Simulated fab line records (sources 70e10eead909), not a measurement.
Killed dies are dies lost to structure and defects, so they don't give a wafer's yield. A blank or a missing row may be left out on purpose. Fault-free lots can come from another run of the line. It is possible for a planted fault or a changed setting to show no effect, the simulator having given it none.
Which of the tools did it? :: flow nandHarc :: Sampling: 13 lots, 39 wafers, 4 of 1302 route steps

WHAT EACH GAUGE READ, for each wafer
NHARC_A_ONON_D2_THK_MEAS_02: measures by ellipsometry. Usual: 998 nm for thkNm, sd 7.2.
lot: L519
measured: day 12 05:50
on: filmMetro-02
thkNm (nm): 995 995 997
flag: 

lot: L521
measured: day 13 08:38
on: filmMetro-01
thkNm (nm): 999 1000 998
flag: 

lot: L522
measured: day 14 02:01
on: filmMetro-01
thkNm (nm): 992 993 992
flag: 

lot: L523
measured: day 14 11:58
on: filmMetro-02
thkNm (nm): 1001 1001 1002
flag: 

lot: L525
measured: day 14 21:07
on: filmMetro-02
thkNm (nm): 998 995 998
flag: 

lot: L524
measured: day 14 20:56
on: filmMetro-01
thkNm (nm): 1000 1002 1001
flag: 

lot: L526
measured: day 15 11:09
on: filmMetro-01
thkNm (nm): 1009 1009 1009
flag: 

lot: L528
measured: day 16 15:41
on: filmMetro-01
thkNm (nm): 999 998 1000
flag: 

lot: L530
measured: day 17 06:06
on: filmMetro-01
thkNm (nm): 998 998 997
flag: 

lot: L529
measured: day 17 06:06
on: filmMetro-02
thkNm (nm): 998 997 997
flag: 

lot: L536
measured: day 19 03:45
on: filmMetro-02
thkNm (nm): 993 994 1603
flag: OFF

lot: L541
measured: day 21 19:04
on: filmMetro-02
thkNm (nm): 992 994 993
flag: 

lot: L542
measured: day 22 10:11
on: filmMetro-01
thkNm (nm): 998 997 999
flag: 

TOOL THAT RAN EACH LOT (tool first, then ch and the chambers of the sampled wafers, then the start)
lot: L519
NHARC_A_CHANNEL_FILL_D1_STRIP_29: rieDiel-02 ch 1,2, day 12 04:59 or earlier
NHARC_A_DECK1_JOINT_DEP_16: pecvd-04 ch 1,2, day 12 04:59
NHARC_A_ONON_D2_DEP_00: pecvdOnon-02 ch 0, day 12 05:20

lot: L521
NHARC_A_CHANNEL_FILL_D1_STRIP_29: rieDiel-10 ch 1,3, day 13 07:46 or earlier
NHARC_A_DECK1_JOINT_DEP_16: pecvd-02 ch 1,2, day 13 07:46
NHARC_A_ONON_D2_DEP_00: pecvdOnon-04 ch 0, day 13 08:11

lot: L522
NHARC_A_CHANNEL_FILL_D1_STRIP_29: rieDiel-10 ch 1,3, day 14 01:08 or earlier
NHARC_A_DECK1_JOINT_DEP_16: pecvd-04 ch 0,1,2, day 14 01:08
NHARC_A_ONON_D2_DEP_00: pecvdOnon-02 ch 0, day 14 01:31

lot: L523
NHARC_A_CHANNEL_FILL_D1_STRIP_29: rieDiel-02 ch 0,3, day 14 11:04 or earlier
NHARC_A_DECK1_JOINT_DEP_16: pecvd-02 ch 0,1, day 14 11:04
NHARC_A_ONON_D2_DEP_00: pecvdOnon-02 ch 0, day 14 11:34

lot: L525
NHARC_A_CHANNEL_FILL_D1_STRIP_29: rieDiel-10 ch 1,2, day 14 20:17 or earlier
NHARC_A_DECK1_JOINT_DEP_16: pecvd-02 ch 0,2, day 14 20:17
NHARC_A_ONON_D2_DEP_00: pecvdOnon-03 ch 0, day 14 20:43

lot: L524
NHARC_A_CHANNEL_FILL_D1_STRIP_29: rieDiel-13 ch 1,2,3, day 14 20:07 or earlier
NHARC_A_DECK1_JOINT_DEP_16: pecvd-02 ch 1,2, day 14 20:07
NHARC_A_ONON_D2_DEP_00: pecvdOnon-04 ch 0, day 14 20:29

lot: L526
NHARC_A_CHANNEL_FILL_D1_STRIP_29: rieDiel-13 ch 0,2,3, day 15 10:16 or earlier
NHARC_A_DECK1_JOINT_DEP_16: pecvd-02 ch 0,2, day 15 10:16
NHARC_A_ONON_D2_DEP_00: pecvdOnon-03 ch 0, day 15 10:38

lot: L528
NHARC_A_CHANNEL_FILL_D1_STRIP_29: rieDiel-02 ch 1,2, day 16 14:47 or earlier
NHARC_A_DECK1_JOINT_DEP_16: pecvd-02 ch 1,2, day 16 14:47
NHARC_A_ONON_D2_DEP_00: pecvdOnon-04 ch 0, day 16 15:17

lot: L530
NHARC_A_CHANNEL_FILL_D1_STRIP_29: rieDiel-10 ch 1,3, day 15 10:39
NHARC_A_DECK1_JOINT_DEP_16: pecvd-02 ch 0,2, day 17 05:13
NHARC_A_ONON_D2_DEP_00: pecvdOnon-04 ch 0, day 17 05:39

lot: L529
NHARC_A_CHANNEL_FILL_D1_STRIP_29: rieDiel-10 ch 1,2, day 15 10:56
NHARC_A_DECK1_JOINT_DEP_16: pecvd-04 ch 1,2, day 17 05:13
NHARC_A_ONON_D2_DEP_00: pecvdOnon-02 ch 0, day 17 05:39

lot: L536
NHARC_A_CHANNEL_FILL_D1_STRIP_29: rieDiel-13 ch 0,3, day 17 11:37
NHARC_A_DECK1_JOINT_DEP_16: pecvd-02 ch 0,2, day 19 02:51
NHARC_A_ONON_D2_DEP_00: pecvdOnon-04 ch 0, day 19 03:14

lot: L541
NHARC_A_CHANNEL_FILL_D1_STRIP_29: rieDiel-13 ch 0,3, day 21 18:08 or earlier
NHARC_A_DECK1_JOINT_DEP_16: pecvd-02 ch 1,2, day 21 18:08
NHARC_A_ONON_D2_DEP_00: pecvdOnon-03 ch 0, day 21 18:37

lot: L542
NHARC_A_CHANNEL_FILL_D1_STRIP_29: rieDiel-10 ch 0,1, day 20 05:36
NHARC_A_DECK1_JOINT_DEP_16: pecvd-04 ch 1,2, day 22 09:18
NHARC_A_ONON_D2_DEP_00: pecvdOnon-02 ch 0, day 22 09:41
- NHARC_A_CHANNEL_FILL_D1_STRIP_29: strips in O2, time 20 s.
- NHARC_A_DECK1_JOINT_DEP_16: deposits SiO2, target thk 45 nm.
- NHARC_A_ONON_D2_DEP_00: target thk 1000 nm.

AS READ BY THE TOOLS THEMSELVES (means over the sampled wafers that have a number; for cases with no such wafer, the mark the record gives instead)
NHARC_A_CHANNEL_FILL_D1_STRIP_29. Usual: drypumpMotorCurrentA 5.5 A, standard deviation 0.51; oesProductAu 0.994 a.u., standard deviation 0.014; rfVppV 57.7 V, standard deviation 1; showerheadPlenumPTorr 3.50 Torr, standard deviation 0.16; throttleValvePct 17.038 %, standard deviation 0.0084.
lot: L519
tool: rieDiel-02
drypumpMotorCurrentA (A): 6.7
oesProductAu (a.u.): 0.999
rfVppV (V): 57.8
showerheadPlenumPTorr (Torr): 3.37
throttleValvePct (%): 17.034
flag: 

lot: L521
tool: rieDiel-10
drypumpMotorCurrentA (A): 5.3
oesProductAu (a.u.): 1.003
rfVppV (V): 57.5
showerheadPlenumPTorr (Torr): 3.37
throttleValvePct (%): 17.038
flag: 

lot: L522
tool: rieDiel-10
drypumpMotorCurrentA (A): 5.5
oesProductAu (a.u.): 0.995
rfVppV (V): 57.3
showerheadPlenumPTorr (Torr): 3.34
throttleValvePct (%): 17.046
flag: 

lot: L523
tool: rieDiel-02
drypumpMotorCurrentA (A): 5.8
oesProductAu (a.u.): 1.006
rfVppV (V): 57.9
showerheadPlenumPTorr (Torr): 3.70
throttleValvePct (%): 17.039
flag: 

lot: L525
tool: rieDiel-10
drypumpMotorCurrentA (A): 5.5
oesProductAu (a.u.): 0.989
rfVppV (V): 57.5
showerheadPlenumPTorr (Torr): 3.43
throttleValvePct (%): 17.042
flag: 

lot: L524
tool: rieDiel-13
drypumpMotorCurrentA (A): 5.3
oesProductAu (a.u.): 1.000
rfVppV (V): 57.5
showerheadPlenumPTorr (Torr): 3.66
throttleValvePct (%): 17.041
flag: 

lot: L526
tool: rieDiel-13
drypumpMotorCurrentA (A): 5.3
oesProductAu (a.u.): 0.992
rfVppV (V): 56.9
showerheadPlenumPTorr (Torr): 3.54
throttleValvePct (%): 17.040
flag: 

lot: L528
tool: rieDiel-02
drypumpMotorCurrentA (A): 6.7
oesProductAu (a.u.): 0.995
rfVppV (V): 57.0
showerheadPlenumPTorr (Torr): 3.37
throttleValvePct (%): 17.037
flag: 

lot: L530
tool: rieDiel-10
drypumpMotorCurrentA (A): 5.5
oesProductAu (a.u.): 0.997
rfVppV (V): 58.0
showerheadPlenumPTorr (Torr): 3.33
throttleValvePct (%): 17.040
flag: 

lot: L529
tool: rieDiel-10
drypumpMotorCurrentA (A): 5.5
oesProductAu (a.u.): 0.996
rfVppV (V): 57.4
showerheadPlenumPTorr (Torr): 3.36
throttleValvePct (%): 17.045
flag: 

lot: L536
tool: rieDiel-13
drypumpMotorCurrentA (A): 5.6
oesProductAu (a.u.): 0.981
rfVppV (V): 57.2
showerheadPlenumPTorr (Torr): 3.49
throttleValvePct (%): 17.041
flag: 

lot: L541
tool: rieDiel-13
drypumpMotorCurrentA (A): 5.6
oesProductAu (a.u.): 0.994
rfVppV (V): 56.4
showerheadPlenumPTorr (Torr): 3.49
throttleValvePct (%): 17.045
flag: 

lot: L542
tool: rieDiel-10
drypumpMotorCurrentA (A): 5.7
oesProductAu (a.u.): 1.007
rfVppV (V): 57.4
showerheadPlenumPTorr (Torr): 3.36
throttleValvePct (%): 17.039
flag: 

NHARC_A_DECK1_JOINT_DEP_16. Usual: heaterPowerW 586 W, standard deviation 130; throttleValvePct 15.9 %, standard deviation 0.49.
lot: L519
tool: pecvd-04
heaterPowerW (W): 506
throttleValvePct (%): 16.5
flag: 

lot: L521
tool: pecvd-02
heaterPowerW (W): 752
throttleValvePct (%): 15.6
flag: 

lot: L522
tool: pecvd-04
heaterPowerW (W): 520
throttleValvePct (%): 16.3
flag: 

lot: L523
tool: pecvd-02
heaterPowerW (W): 534
throttleValvePct (%): 15.7
flag: 

lot: L525
tool: pecvd-02
heaterPowerW (W): 525
throttleValvePct (%): 15.3
flag: 

lot: L524
tool: pecvd-02
heaterPowerW (W): 712
throttleValvePct (%): 15.5
flag: 

lot: L526
tool: pecvd-02
heaterPowerW (W): 533
throttleValvePct (%): 15.2
flag: 

lot: L528
tool: pecvd-02
heaterPowerW (W): 731
throttleValvePct (%): 15.8
flag: 

lot: L530
tool: pecvd-02
heaterPowerW (W): 585
throttleValvePct (%): 15.4
flag: 

lot: L529
tool: pecvd-04
heaterPowerW (W): 494
throttleValvePct (%): 16.6
flag: 

lot: L536
tool: pecvd-02
heaterPowerW (W): 533
throttleValvePct (%): 15.3
flag: 

lot: L541
tool: pecvd-02
heaterPowerW (W): 624
throttleValvePct (%): 15.3
flag: 

lot: L542
tool: pecvd-04
heaterPowerW (W): 437
throttleValvePct (%): 16.1
flag: 

NHARC_A_ONON_D2_DEP_00. Usual: 2750 sccm for n2FlowSccm, sd 9.2.
lot: L519
tool: pecvdOnon-02
n2FlowSccm (sccm): 2742
flag: 

lot: L521
tool: pecvdOnon-04
n2FlowSccm (sccm): 2750
flag: 

lot: L522
tool: pecvdOnon-02
n2FlowSccm (sccm): 2755
flag: 

lot: L523
tool: pecvdOnon-02
n2FlowSccm (sccm): 2743
flag: 

lot: L525
tool: pecvdOnon-03
n2FlowSccm (sccm): 2738
flag: 

lot: L524
tool: pecvdOnon-04
n2FlowSccm (sccm): 2760
flag: 

lot: L526
tool: pecvdOnon-03
n2FlowSccm (sccm): 2749
flag: 

lot: L528
tool: pecvdOnon-04
n2FlowSccm (sccm): 2756
flag: 

lot: L530
tool: pecvdOnon-04
n2FlowSccm (sccm): 2756
flag: 

lot: L529
tool: pecvdOnon-02
n2FlowSccm (sccm): 2748
flag: 

lot: L536
tool: pecvdOnon-04
n2FlowSccm (sccm): 2740
flag: 

lot: L541
tool: pecvdOnon-03
n2FlowSccm (sccm): 2737
flag: 

lot: L542
tool: pecvdOnon-02
n2FlowSccm (sccm): 2746
flag: 

THE ANSWER, worked out from the rows above alone
Rule: lot off if the mean of its wafers having a number is beyond 3 standard deviations from the usual mean. Also off: a lot with no number at a reading for which 4 or more lots have one. The other lots that the step has rows for count as sound. Order of review: gauges by route order, followed by the tools' own readings, for which a lot's mean as printed above is used. At the first step where some lot is off, the reading lying furthest off is the one used; lots without a number count as furthest.
Off: L536 (NHARC_A_ONON_D2_THK_MEAS_02, thkNm).
A tool fits if, at a process step before that reading, it ran every lot that is off, and no sound lot after the first of them. Those tools and the gauges at NHARC_A_ONON_D2_THK_MEAS_02 are tried in the same way. Because NHARC_A_CHANNEL_FILL_D1_STRIP_29 lacks a start for some lots, the hours and order of its lots are taken from NHARC_A_DECK1_JOINT_DEP_16. One candidate fits, namely pecvdOnon-04 at NHARC_A_ONON_D2_DEP_00. A fault onset in the window from L530 (day 17 05:39, its last sound lot) to L536 (day 19 03:14, its first lot off) fits.

WHAT THE SIMULATOR HAD PUT IN
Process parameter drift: pecvdOnon-04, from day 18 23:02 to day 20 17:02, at NHARC_A_ONON_D2_DEP_00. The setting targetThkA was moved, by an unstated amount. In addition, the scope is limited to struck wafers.
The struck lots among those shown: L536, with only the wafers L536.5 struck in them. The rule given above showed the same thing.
